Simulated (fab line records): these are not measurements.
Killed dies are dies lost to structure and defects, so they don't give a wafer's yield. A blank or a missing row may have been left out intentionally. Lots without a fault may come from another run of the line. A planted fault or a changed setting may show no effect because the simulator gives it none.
Which tool did it? + flow n5 finfet + 27 wafers from 9 lots sampled at 3 of the route's 1938 steps

WHAT EACH GAUGE READ, for each wafer
N5_SDB_OVL_MEAS_12.
| lot  | measured    | on         | SDB_OVL (nm)   |
|------|-------------|------------|----------------|
| L496 | day 4 09:46 | overlay-02 | 0.8 0.8 1.4    |
| L497 | day 4 12:10 | overlay-01 | 0.6 1.2 0.1    |
| L498 | day 4 19:59 | overlay-01 | 1.0 -0.7 -1.0  |
| L506 | day 6 18:15 | overlay-01 | 1.3 0.6 0.5    |
| L511 | day 8 00:16 | overlay-01 | 12.5 12.3 12.7 |
| L513 | day 8 11:35 | overlay-02 | 0.6 0.2 -1.0   |
| L514 | day 8 17:53 | overlay-02 | 11.4 11.9 12.6 |
| L516 | day 9 05:10 | overlay-02 | 0.4 0.3 0.4    |
| L517 | day 9 13:12 | overlay-02 | 0.8 1.6 1.1    |

TOOL THAT RAN EACH LOT (tool first, then ch and the chambers of the sampled wafers, then the start)
| lot  | N5_ILD0_CMP_07               | N5_SDB_EXPOSE_08                  |
|------|------------------------------|-----------------------------------|
| L496 | cmp-02 ch 1,2,3, day 4 05:39 | arfi scanner-03 ch 0, day 4 09:37 |
| L497 | cmp-02 ch 0,2,3, day 4 08:13 | arfi scanner-02 ch 0, day 4 12:01 |
| L498 | cmp-03 ch 0,3, day 4 14:40   | arfi scanner-03 ch 0, day 4 19:49 |
| L506 | cmp-02 ch 0,2,3, day 6 14:16 | arfi scanner-02 ch 0, day 6 18:07 |
| L511 | cmp-03 ch 1,2, day 7 20:20   | arfi scanner-02 ch 0, day 8 00:07 |
| L513 | cmp-01 ch 1,2,3, day 8 07:24 | arfi scanner-03 ch 0, day 8 11:26 |
| L514 | cmp-03 ch 0,1,2, day 8 13:47 | arfi scanner-02 ch 0, day 8 17:43 |
| L516 | cmp-02 ch 0,1,2, day 9 00:34 | arfi scanner-03 ch 0, day 9 05:01 |
| L517 | cmp-02 ch 2,3, day 9 09:15   | arfi scanner-03 ch 0, day 9 13:02 |
- N5_ILD0_CMP_07: polishes SiO2 flowable, stops on poly-Si, t overpolish 1.18 s, target thk 138.88 nm.
- N5_SDB_EXPOSE_08: exposes mask SDB.

THE ANSWER, worked out from the rows above alone
Rule: usual is defined by the lots themselves. Put in order of their means at a reading, lots are off if they are a third of the lots or fewer, leave a main group of 4 or more, and stand apart from it by a gap of 3 or more times the standard deviation of the main group's means; of several such gaps the widest counts. If all means in a main group match to the digits the tables above print for the reading, that group is not used. Also off: a lot with no number at a reading for which 4 or more lots have one. The other lots that the step has rows for count as sound.
Off: L511, L514, at N5_SDB_OVL_MEAS_12 (SDB_OVL). For the main group the mean is 0.5 nm and the standard deviation 0.49.
If a tool, at a process step before that reading, ran all the lots that are off and no sound lot after the first of them, it fits. The gauges at N5_SDB_OVL_MEAS_12 are tried like those tools. 2 tools fit, cmp-03 at N5_ILD0_CMP_07 and arfi scanner-02 at N5_SDB_EXPOSE_08, so this cannot tell which one it is.

WHAT THE SIMULATOR PUT IN
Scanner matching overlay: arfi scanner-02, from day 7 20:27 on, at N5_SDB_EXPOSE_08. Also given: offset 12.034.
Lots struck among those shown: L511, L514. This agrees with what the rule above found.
